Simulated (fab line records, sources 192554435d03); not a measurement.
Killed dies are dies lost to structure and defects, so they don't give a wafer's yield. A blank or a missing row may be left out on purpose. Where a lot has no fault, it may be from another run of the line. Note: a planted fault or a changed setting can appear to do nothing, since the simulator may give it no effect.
One fault through the eyes of 3 desks :: flow n5-finfet :: numbers are kept per desk, each desk with only its own; the story behind them comes last

== AT THE METROLOGY DESK ==
What the gauges read for every lot (on any tool): the sampled wafers with a number, averaged. Marked OUT: a lot whose mean sits more than 4 standard deviations from the usual mean, which makes it out of limits; the brackets give that distance. Readings shown: 7 of its 10, picked as those furthest out on some lot.
Columns: A = DIBL_N at N5_BEOL_M4_RC_MEAS_101, usual 36.4 mV/V; B = IOFF_P at N5_BEOL_M4_RC_MEAS_101, usual 0.21 nA/um; C = ION_N at N5_BEOL_M4_RC_MEAS_101, usual 677 uA/um; D = ION_P at N5_BEOL_M4_RC_MEAS_101, usual 464 uA/um; E = SS_P at N5_BEOL_M4_RC_MEAS_101, usual 73.3 mV/dec; F = VT_N at N5_BEOL_M4_RC_MEAS_101, usual 250 mV; G = VT_P at N5_BEOL_M4_RC_MEAS_101, usual -251 mV
lot: L828
first seen here: day 7 22:32
A: 40.0
B: 0.31
C: 702
D: 482
E: 74.5
F: 245
G: -245

lot: L829
first seen here: day 9 09:14
A: 36.9
B: 0.22
C: 681
D: 471
E: 73.5
F: 248
G: -249

lot: L834
first seen here: day 10 16:34
A: 34.0
B: 0.18
C: 674
D: 465
E: 71.8
F: 251
G: -252

lot: L837
first seen here: day 10 22:13
A: 36.9
B: 0.21
C: 686
D: 468
E: 73.7
F: 247
G: -250

lot: L840
first seen here: day 11 23:30
A: 38.9
B: 0.25
C: 679
D: 465
E: 74.1
F: 250
G: -250

lot: L843
first seen here: day 12 02:02
A: 38.1
B: 0.22
C: 685
D: 459
E: 74.1
F: 250
G: -252

lot: L842
first seen here: day 12 11:10
A: 36.2
B: 0.20
C: 665
D: 452
E: 73.2
F: 250
G: -250

lot: L849
first seen here: day 14 07:22
A: 39.2
B: 0.21
C: 675
D: 457
E: 73.4
F: 250
G: -254

lot: L850
first seen here: day 14 07:26
A: 31.1
B: 0.11
C: 656
D: 446
E: 71.4
F: 258
G: -261
This desk found nothing out of limits on any of the 9 lots.

== TOOL OWNER'S DESK, litho-track-01 ==
The tool's own readings at N5_SD_EPI_P_COAT_35 (time 60 s, resist thk 35 nm): means of the sampled wafers that have a number, for each lot that ran on this tool. Marked OUT: a lot whose mean sits more than 4 standard deviations from the usual mean, which makes it out of limits; the brackets give that distance.
Columns: A = spin-speed-rpm at N5_SD_EPI_P_COAT_35, usual 1499.7 rpm
lot: L828
first seen here: day 3 15:09
A: 1500.8

lot: L834
first seen here: day 5 05:26
A: 1500.1

lot: L842
first seen here: day 7 02:23
A: 1250.2 (-99 or more) OUT

lot: L843
first seen here: day 7 04:16
A: 1249.3 (-99 or more) OUT
This desk finds L842, L843 out of limits, L842 being first, at day 7 02:23 (spin-speed-rpm at N5_SD_EPI_P_COAT_35). L828, L834: within limits.

== THE DEFECT DESK ==
What the inspections along the route counted, lot by lot: means of the sampled wafers that have a number. Marked OUT: a lot whose mean sits more than 4 standard deviations from the usual mean, which makes it out of limits; the brackets give that distance.
Columns: A = raw-defect-count at N5_SPACER0_INSPECT_04, usual 131
lot: L828
first seen here: day 3 10:13
A: 168

lot: L829
first seen here: day 3 11:23
A: 151

lot: L834
first seen here: day 5 00:49
A: 141

lot: L837
first seen here: day 5 15:59
A: 118

lot: L840
first seen here: day 6 12:06
A: 157

lot: L842
first seen here: day 6 21:49
A: 110

lot: L843
first seen here: day 6 23:43
A: 106

lot: L849
first seen here: day 8 13:24
A: 164

lot: L850
first seen here: day 8 18:10
A: 126
This desk found nothing out of limits on any of the 9 lots.

== ALL TOGETHER ==
The tool owner's desk had the chance to raise an alarm at day 7 02:23 on L842, L843.
Nothing out of limits was seen by the metrology desk.
No out-of-limits result turned up at the defect desk.
The metrology desk has L842, L843 on record, within its limits.
The defect desk has L842, L843 on record, within its limits.
All the named lots went through N5_SD_EPI_P_COAT_35 on litho-track-01.

== WHAT THE SIMULATOR HAD INSERTED ==
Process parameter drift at N5_SD_EPI_P_COAT_35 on litho-track-01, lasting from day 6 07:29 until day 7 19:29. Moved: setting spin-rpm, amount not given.
Lots struck among those shown: L842, L843.
Each desk's first reading out of limits, in hours after the fault started: the tool owner's desk, 19.
